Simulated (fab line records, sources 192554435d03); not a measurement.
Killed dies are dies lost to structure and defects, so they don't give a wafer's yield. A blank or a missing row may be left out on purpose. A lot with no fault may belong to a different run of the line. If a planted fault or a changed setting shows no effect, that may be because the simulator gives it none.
Comparing a struck lot with a sound one -- flow n5 finfet -- 41 out of 1938 route steps
Sound: these wafers, L288.1, L288.3, L288.5. Struck: wafer L310.6. (L310.3 of the same lot was not struck and is left out.) The cause comes at the end.
For every step that has rows: the tool of each side, followed by ch and its chambers, followed by its first start. Under that, the readings that differ: sound wafers -- struck wafers -- difference of the means -- sigmas: that difference in standard deviations of wafers without a fault.
alike: readings with means less than 2 such deviations apart, plus words and numbers identical on both sides. not compared: withheld readings, readings lacking a value on some wafer, bounds such as >300 that could conceal the same value, and numbers that have no deviation in the record and whose values overlap.
A row with sigmas, a row that says differs or no value, or rows on one side alone: a step with any of these is where the two part. When numbers do not overlap yet have no deviation, they are printed without sigmas and do not part them. A reading missing from all wafers of one side parts the sides only when that side holds two or more wafers.

first, 2 steps without rows for these wafers: N5_MOL_CONTACT_COAG_SRD_128 (dry time 32 s); N5_MOL_CONTACT_COAG_CMP_52 (polishes, stops on SiO2, t overpolish 1.5 s, target thk 66.5 nm).
N5_MOL_CONTACT_COAG_THK_MEAS_53:
  sound on film metro-01 at day 5 05:08; struck on film metro-01 at day 10 16:41
  alike: VIA_MOL_THK
N5_MOL_CONTACT_COAG_ANNEAL_112: time 1800 s.
  sound on hp anneal-01 ch 0, day 5 08:02; struck on hp anneal-01 ch 0, day 10 16:42
  alike: spike tc top C, wafer_temp_C_max
N5_MOL_CONTACT_COAG_INSPECT_97: inspects for defects (darkfield).
  sound on defect inspect-02 at day 5 11:05; struck on defect inspect-02 at day 10 19:46
  alike: raw defect count
N5_BEOL_M0_SAQP_PECVD_00: deposits SiCN from 3MS/NH3, target thk 8 nm, time 14 s.
  sound on pecvd-02 ch 0,1,2, day 5 11:25; struck on pecvd-03 ch 1, day 10 20:04
  alike: showerhead plenum p Torr, throttle valve pct
N5_BEOL_M0_SAQP_ILD_DEP_01: deposits SiOC from DEMS/O2, target thk 45.419 nm, time 8.7 s.
  sound on pecvd-02 ch 0,1,2, day 5 11:26; struck on pecvd-03 ch 1, day 10 20:05
  alike: heater power w, showerhead plenum p Torr, throttle valve pct
N5_BEOL_M0_SAQP_HM_DEP_02: deposits TiN, target thk 12 nm.
  sound on pvd sputter-03 at day 5 12:55; struck on pvd sputter-02 at day 10 20:32
  alike: throttle valve pct
then, 3 steps without rows for these wafers: N5_BEOL_M0_SAQP_PECVD_03 (deposits SiCN from 3MS/NH3, target thk 12 nm, time 21.1 s); N5_BEOL_M0_SAQP_PECVD_96 (deposits a-Si from SiH4/He, target thk 45 nm, time 45.2 s); N5_BEOL_M0_SAQP_PECVD_97 (deposits SiNx from SiH4/NH3/N2, target thk 23 nm, time 19.9 s).
N5_BEOL_M0_SAQP_PECVD_04: deposits a-Si from SiH4/He, target thk 60 nm, time 60.2 s.
  sound on pecvd-02 ch 0,1, day 5 13:10; struck on pecvd-03 ch 0, day 10 20:46
reading,sound,struck,difference,sigmas
model.a-Si_of_BEOL_M0_SAQP_PECVD_04.thk nm (nm),59.2 59.6 60.2,82,+22,
  alike: heater power w, showerhead plenum p Torr, throttle valve pct
N5_BEOL_M0_SAQP_THK_MEAS_05:
  sound on film metro-01 at day 5 13:15; struck on film metro-01 at day 10 20:52
reading,sound,struck,difference,sigmas
thk nm (nm),59.2 59.7 60.1,82.1,+22.4,+28
N5_BEOL_M0_SAQP_HM_DEP_111: deposits SiO2 from SiH4/N2O, target thk 12 nm, time 7.2 s.
  sound on pecvd-03 ch 0,1,2, day 5 13:17; struck on pecvd-02 ch 1, day 10 20:58
  alike: heater power w, showerhead plenum p Torr
then, 8 steps without rows for these wafers: N5_BEOL_M0_SAQP_COAT_81 (time 60 s, resist thk 100 nm); N5_BEOL_M0_SAQP_COAT_82 (time 60 s, resist thk 30 nm); N5_BEOL_M0_SAQP_COAT_08 (resist thk 90 nm); N5_BEOL_M0_SAQP_EBR_10; N5_BEOL_M0_SAQP_SOFTBAKE_09 (time 60 s); N5_BEOL_M0_SAQP_EXPOSE_11 (exposes mask M0 CORE, target cd 42 nm); N5_BEOL_M0_SAQP_PEB_12 (peb time 60 s); N5_BEOL_M0_SAQP_DEVELOP_13 (develop time 30 s).
N5_BEOL_M0_SAQP_CD_MEAS_14: target cd 42.5 nm.
  sound on cd sem-03 ch 0, day 5 13:44; struck on cd sem-01 ch 0, day 10 21:27
  alike: cd nm
N5_BEOL_M0_SAQP_OVL_MEAS_15:
  sound on overlay-02 ch 0, day 5 13:46; struck on overlay-01 ch 0, day 10 21:29
reading,sound,struck,difference,sigmas
M0_CORE_OVL (nm),0.6 1.0 0.7,-1.3,-2.1,-3
N5_BEOL_M0_SAQP_INSPECT_16: inspects for defects (brightfield).
  sound on defect inspect-01 at day 5 13:47; struck on defect inspect-02 at day 10 21:31
reading,sound,struck,difference,sigmas
raw defect count,453 725 1006,434,-294,-2
then, 6 steps without rows for these wafers: N5_BEOL_M0_SAQP_DESCUM_19 (chemistry O2, time 7.9 s); N5_BEOL_M0_SAQP_ETCH_83 (etches SiARC in CF4, target depth 39 nm, time 65 s); N5_BEOL_M0_SAQP_ETCH_84 (etches SOC in N2/H2, target depth 100 nm, overetch 20 nm, time 150 s); N5_BEOL_M0_SAQP_STRIP_80 (strips in N2/H2); N5_BEOL_M0_SAQP_HM_OPEN_112 (chemistry CHF3/O2, target SiO2, stops on a-Si, target depth 12 nm, time 13.5 s); N5_BEOL_M0_SAQP_STRIP_113 (strips in CHF3/O2).
N5_BEOL_M0_SAQP_MANDREL_ETCH_20: etches a-Si in HBr/Cl2, stops on SiNx, target depth 60 nm, bt time 10 s, time 30 s.
  sound on rie si-06 ch 0,3, day 5 14:40; struck on rie si-03 ch 1, day 10 21:49
reading,sound,struck,difference,sigmas
oes product au (a.u.),0.780 0.775 0.775,0.957,+0.180,+12
model.etch.depth nm (nm),59.21 59.61 60.14,82.06,+22.41,
  alike: drypump motor current A, throttle valve pct
  not compared: rf hours counter h
then, 5 steps without rows for these wafers: N5_BEOL_M0_SAQP_STRIP_86 (strips in N2/H2); N5_BEOL_M0_SAQP_STRIP_115 (strips in post etch residue remover, time 60 s); N5_BEOL_M0_SAQP_SRD_93 (time 30 s); N5_BEOL_M0_SAQP_RECESS_114 (chemistry HF/NH3, target SiO2, target depth 14.4 nm, afs cycles 3, sublimation time 60 s); N5_BEOL_M0_SAQP_SPACER1_ALD_98 (deposits SiO2, target thk 12.8 nm, pulse time 1 s, purge time 2 s).
N5_BEOL_M0_SAQP_SPACER1_ETCHBACK_99: etches SiO2 in CHF3/O2, target depth 15.4 nm, time 7.7 s.
  sound on rie diel-02 ch 0,1,2, day 5 16:21; struck on rie diel-03 ch 3, day 10 22:57
reading,sound,struck,difference,sigmas
model.a-Si_of_BEOL_M0_SAQP_PECVD_04.thk nm (nm),58.6 59 59.6,81.4,+22.3,
  alike: drypump motor current A, oes_f_703_au, oes product au, rf vpp V, showerhead plenum p Torr, throttle valve pct
  not compared: rf hours counter h
then, 1 step without rows for these wafers: N5_BEOL_M0_SAQP_MANDREL1_REMOVE_100 (chemistry HBr/Cl2/O2, target a-Si, stops on SiNx, bt time 10 s).
-- the record jumps here: 4 days lie between the struck wafers' starts before and after (it left off in module BEOL_M0_SAQP and takes up again in module BEOL_M4, whose first step shown is number 1111 of the route) --
N5_BEOL_M4_RC_MEAS_101:
  sound on prober-01 ch 0, day 8 22:01; struck on prober-02 ch 0, day 14 22:01
reading,sound,struck,difference,sigmas
VT_P (mV),-249 -255 -253,-262,-10,-3
  alike: DIBL_N, DIBL_P, IOFF_N, IOFF_P, ION_N, ION_P, SS_N, SS_P, VT_N
after that, 1 step had no rows for these wafers: N5_PASSIVATION_PROBE_49.

== WHERE THEY PART ==
First at N5_BEOL_M0_SAQP_THK_MEAS_05; last, within this record, at N5_BEOL_M4_RC_MEAS_101.

WHY: whatever the simulator had introduced
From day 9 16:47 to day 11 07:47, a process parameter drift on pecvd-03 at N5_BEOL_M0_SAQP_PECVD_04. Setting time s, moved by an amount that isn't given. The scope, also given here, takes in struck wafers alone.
